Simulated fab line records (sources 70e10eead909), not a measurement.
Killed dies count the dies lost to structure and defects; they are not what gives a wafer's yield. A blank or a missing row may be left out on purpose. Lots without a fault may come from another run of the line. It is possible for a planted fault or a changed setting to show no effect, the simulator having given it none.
Struck lot and sound lot, side by side || flow nand_harc || 14 out of 1159 route steps
Sound: wafers L393.1, L393.2, L393.5. Wafers struck: L384.2, L384.3, L384.4. The cause is given at the end.
Per side, at each step with rows, come the tool, then ch with its chambers, and then its first start. Under that, the readings that differ: sound wafers || struck wafers || difference of the means || sigmas: that difference in standard deviations of wafers without a fault.
alike: a reading whose means differ by less than 2 such deviations, as well as words and numbers matching on both sides. not compared: withheld readings; readings where some wafer has no value; bounds like >300 that might hide an equal value; numbers whose values overlap and for which the record gives no deviation.
Wherever a step has rows on one side only, a row that says differs or no value, or a row with sigmas, the two part there. When numbers do not overlap yet have no deviation, they are printed without sigmas and do not part them. A reading that every wafer of one side lacks parts them only if that side has two wafers or more.

first, 1 step without rows for these wafers: NHARC_A_STAIRCASE_DESCUM_291 (chemistry O2, time 3 s).
NHARC_A_STAIRCASE_ETCH_292: etches the open film in CF4/CHF3.
  sound on rie_diel-08 ch 2,3, day 16 09:43; struck on rie_diel-06 ch 0,1,2, day 14 01:59
  alike: drypump_motor_current_A, oes_product_au, rf_vpp_V, showerhead_plenum_p_Torr, throttle_valve_pct
  not compared: rf_hours_counter_h
NHARC_A_STAIRCASE_HM_OPEN_460: chemistry O2/COS.
  sound: rie_diel-08 ch 0,1; struck: rie_diel-06 ch 0,1,2
  alike: drypump_motor_current_A, oes_product_au, rf_vpp_V, showerhead_plenum_p_Torr, throttle_valve_pct
  not compared: rf_hours_counter_h
then, 1 step without rows for these wafers: NHARC_A_STAIRCASE_STRIP_461 (strips in O2/COS).
NHARC_A_STAIRCASE_ETCH_452: etches the open film in CF4/O2, target depth 30 nm, overetch 3 nm, time 16.5 s.
  sound: rie_diel-08 ch 0,1,3; struck: rie_diel-06 ch 0,1,3
  alike: drypump_motor_current_A, oes_product_au, rf_vpp_V, showerhead_plenum_p_Torr, throttle_valve_pct
  not compared: rf_hours_counter_h
NHARC_A_STAIRCASE_ETCH_294: etches the open film in C4F8/O2/Ar, target depth 4992 nm, time 1212.4 s.
  sound: rie_diel-08 ch 0,1,2; struck: rie_diel-06 ch 0,1,3
  alike: oes_product_au, rf_vpp_V
  not compared: rf_hours_counter_h
NHARC_A_STAIRCASE_STRIP_295: strips in O2.
  sound: rie_diel-08 ch 0,1,3; struck: rie_diel-06 ch 0,1,2
{"reading": "rf_vpp_V (V)", "sound": "57.1 57.7 55.6", "struck": "59.2 58.9 58.5", "difference": "+2.1", "sigmas": "+2"}
  alike: drypump_motor_current_A, oes_product_au, showerhead_plenum_p_Torr, throttle_valve_pct
  not compared: rf_hours_counter_h
then, 4 steps without rows for these wafers: NHARC_A_STAIRCASE_STRIP_296 (strips in SPM, time 900 s); NHARC_A_STAIRCASE_PRECLEAN_297 (cleans in SC1); NHARC_A_STAIRCASE_SRD_298; NHARC_A_STAIRCASE_HM_DEP_462 (deposits aC, target thk 800 nm).
NHARC_A_STAIRCASE_DEP_301: deposits SiON, target thk 30 nm.
  sound on pecvd-02 ch 1,2, day 16 13:44; struck on pecvd-04 ch 0,1,2, day 14 06:10
  no value came back on the struck wafers for chamber_pressure_Torr (Torr), heater_power_outer_w (W), heater_power_w (W); on the sound wafers chamber_pressure_Torr (Torr) reads 3.486 3.500 3.503
then, 1 step without rows for these wafers: NHARC_A_STAIRCASE_DEHYDRATE_302 (time 120 s).
-- jump in the record: it breaks off in module A_STAIRCASE and resumes in module END (first step shown: number 1159 of the route), and 8 days separate the struck wafers' starts before and after --
NHARC_END_SORT_01:
  here the record holds rows for the struck wafers (prober-02 ch 0, day 22 15:41) but none for the sound ones

## WHERE THEY PART
At NHARC_A_STAIRCASE_STRIP_295 first; at NHARC_END_SORT_01 last (within this record only).

WHY: the cause the simulator had injected
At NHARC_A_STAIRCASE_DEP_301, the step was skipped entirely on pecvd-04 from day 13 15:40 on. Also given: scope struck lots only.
